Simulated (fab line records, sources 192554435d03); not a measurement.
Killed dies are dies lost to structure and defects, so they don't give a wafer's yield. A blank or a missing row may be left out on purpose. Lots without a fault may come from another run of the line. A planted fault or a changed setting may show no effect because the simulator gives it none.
A struck lot beside a sound one | flow n5_finfet | 40 steps out of a route of 1938
Sound: wafers L645.2, L645.3, L645.4. Struck: wafer L653.5. (L653.3 of the same lot was not struck and is left out.) The cause comes at the end.
At each step with rows: each side's tool, then ch and its chambers, then its first start. Under that, the readings that differ: sound wafers | struck wafers | difference of the means | sigmas: that difference in standard deviations of wafers without a fault.
alike: readings whose means differ by less than 2 such deviations, and words and numbers that are the same on both sides. not compared: withheld readings, readings that some wafer has no value for, bounds like >300 that may hide the same value, and numbers for which the record gives no deviation and whose values overlap.
The two part at a step that has a row with sigmas, a row that says differs or no value, or rows on one side only. Numbers that don't overlap but have no deviation are shown without sigmas and don't part them. A reading that every wafer of one side lacks parts them only if that side has two wafers or more.

first, 9 steps without rows for these wafers: N5_BEOL_M4_ANNEAL_95 (time 240 s); N5_BEOL_M4_SPUTTER_96 (material Cu, target thk 4.5 nm, time 8.29 s); N5_BEOL_M4_ECD_50 (material Cu, target thk 300 nm); N5_BEOL_M4_ANNEAL_51 (time 90 s); N5_BEOL_M4_CMP_52 (polishes, stops on SiOC, t overpolish 6.8 s, target thk 40 nm); N5_BEOL_M4_PRE_CLEAN_60 (time 15 s); N5_BEOL_M4_CO_CAP_55 (material Co, precursor CCTBA/H2, target thk 2 nm, time 102.1 s); N5_BEOL_M4_PRE_CLEAN_56 (time 15 s); N5_BEOL_M4_DEP_57 (deposits SiCN from 3MS/NH3, target thk 8 nm, time 14 s).
N5_BEOL_M4_RC_MEAS_101:
  sound on prober-01 ch 0, day 11 15:42; struck on prober-01 ch 0, day 13 13:03
  alike: DIBL_N, DIBL_P, IOFF_N, IOFF_P, ION_N, ION_P, SS_N, SS_P, VT_N, VT_P
then, 24 steps without rows for these wafers: N5_BEOL_M5_ILD_DEP_00 (deposits SiCOH lowk from DEMS/porogen, target thk 140.64 nm, time 25.9 s); N5_BEOL_M5_CURE_79 (cures SiCOH lowk, time 240 s); N5_BEOL_M5_PECVD_70 (deposits SiO2 from TEOS/O2, target thk 16 nm, time 18 s); N5_BEOL_M5_HM_DEP_02 (deposits TiN, target thk 20 nm); N5_BEOL_M5_COAT_59 (time 60 s, resist thk 60 nm); N5_BEOL_M5_COAT_60 (time 60 s, resist thk 12 nm); N5_BEOL_M5_COAT_71 (time 60 s, resist thk 5 nm); N5_BEOL_M5_COAT_05 (resist thk 30 nm); N5_BEOL_M5_EBR_07; N5_BEOL_M5_SOFTBAKE_06 (time 60 s); N5_BEOL_M5_EXPOSE_08 (exposes mask M5, target cd 28 nm); N5_BEOL_M5_PEB_09 (peb time 60 s); N5_BEOL_M5_DEVELOP_10 (develop time 30 s); N5_BEOL_M5_DESCUM_16 (chemistry O2, time 7 s); N5_BEOL_M5_ETCH_72 (etches underlayer in N2/H2, target depth 6.5 nm, time 5.2 s); N5_BEOL_M5_ETCH_61 (etches SiARC in CF4, target depth 15.6 nm, time 26 s); N5_BEOL_M5_ETCH_62 (etches SOC in N2/H2, target depth 75 nm, overetch 15 nm, time 112.5 s); N5_BEOL_M5_STRIP_63 (strips in N2/H2); N5_BEOL_M5_STRIP_73 (strips in N2/H2); N5_BEOL_M5_STRIP_64 (strips in CF4); N5_BEOL_M5_HM_OPEN_17 (chemistry Cl2/BCl3, target TiN, target depth 20 nm, overetch 6 nm); N5_BEOL_M5_STRIP_19 (strips in O2); N5_BEOL_M5_COAT_65 (time 60 s, resist thk 60 nm); N5_BEOL_M5_COAT_66 (time 60 s, resist thk 12 nm).
N5_BEOL_M9_ETCH_62: etches SOC in N2/H2, target depth 110 nm, overetch 22 nm, time 165 s.
  sound on rie_diel-06 ch 1,2,3, day 13 13:47; struck on rie_diel-03 ch 1, day 15 09:49
  reading                                    | sound            | struck | difference | sigmas
  oes_product_au (a.u.)                      | 0.76 0.68 0.62   | 0.53   | -0.16      | -2
  model.etch.depth_nm (nm)                   | 99.48 99.53 99.9 | 77.28  | -22.36     |
  model.SiARC_of_BEOL_M9_COAT_60.thk_nm (nm) | 23 23.8 23.4     | 26.2   | +2.8       |
  model.BEOL_M9.cd_offset_nm (nm)            | 0.4 0 0.6        | -0.8   | -1.1       |
  alike: drypump_motor_current_A, h2_flow_sccm, rf_vpp_V, showerhead_plenum_p_Torr, throttle_valve_pct
  not compared: rf_hours_counter_h
N5_BEOL_M9_HM_OPEN_17: chemistry Cl2/BCl3, target TiN, target depth 20 nm, overetch 6 nm.
  sound on rie_metal-01 ch 0,1, day 13 13:58; struck on rie_metal-03 ch 0, day 15 10:02
  reading               | sound          | struck | difference | sigmas
  oes_product_au (a.u.) | 0.58 0.62 0.57 | 0.33   | -0.26      | -4
  alike: bcl3_flow_sccm, drypump_motor_current_A, throttle_valve_pct
  not compared: rf_hours_counter_h
N5_BEOL_M9_CD_MEAS_18: pitch 140 nm, target cd 70 nm.
  sound on cd_sem-01, day 13 14:17; struck on cd_sem-02, day 15 10:20
  not compared: cd_nm
N5_BEOL_M9_VIA_ETCH_34: etches SiCOH lowk in C4F6/O2, target depth 182.4 nm, time 68.4 s.
  sound on rie_diel-03 ch 0,1,3, day 13 16:01; struck on rie_diel-05 ch 1, day 15 10:58
  reading                | sound             | struck | difference | sigmas
  oes_product_au (a.u.)  | 0.72 0.70 0.77    | 0.27   | -0.46      | -5
  throttle_valve_pct (%) | 21.10 21.07 21.12 | 20.65  | -0.45      | -3
  alike: drypump_motor_current_A, rf_vpp_V, showerhead_plenum_p_Torr
  not compared: rf_hours_counter_h
N5_BEOL_M9_OCD_MEAS_38:
  sound on ocd-02, day 13 16:17; struck on ocd-01, day 15 11:16
  not compared: trench_depth_nm
-- the record jumps here: 2 days lie between the struck wafers' starts before and after (it left off in module BEOL_M9 and takes up again in module PASSIVATION, whose first step shown is number 1936 of the route) --
N5_PASSIVATION_PROBE_49:
  sound on prober-02, day 16 06:40; struck on prober-02, day 17 17:47
  reading                  | sound | struck | difference | sigmas
  defect_limited_yield (%) | 91.0  | 0      | -91        | -61
  killed_at_M4_up          | 21    | 1102   | +1081      | +99 or more
  killed_dies              | 106   | 1180   | +1074      | +60
  killed_on_rim            | 15    | 152    | +137       | +29
  sort_bin_5_function (%)  | 6.1   | 96.4   | +90.3      | +92
  sort_n_pass              | 1074  | 0      | -1074      | -60
  sort_yield_pct (%)       | 91.0  | 0      | -91        | -61
  alike: killed_at_M0_to_M3, killed_at_contacts, killed_at_front_end, killed_at_other, killed_open, killed_short, sort_bin_6_memory

WHERE THEY PART
First at N5_BEOL_M9_ETCH_62; last, within this record, at N5_PASSIVATION_PROBE_49.

WHY: what the simulator had put in
Process parameter drift: rie_diel-03, from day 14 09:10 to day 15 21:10, at N5_BEOL_M9_ETCH_62. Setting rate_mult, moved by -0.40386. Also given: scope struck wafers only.
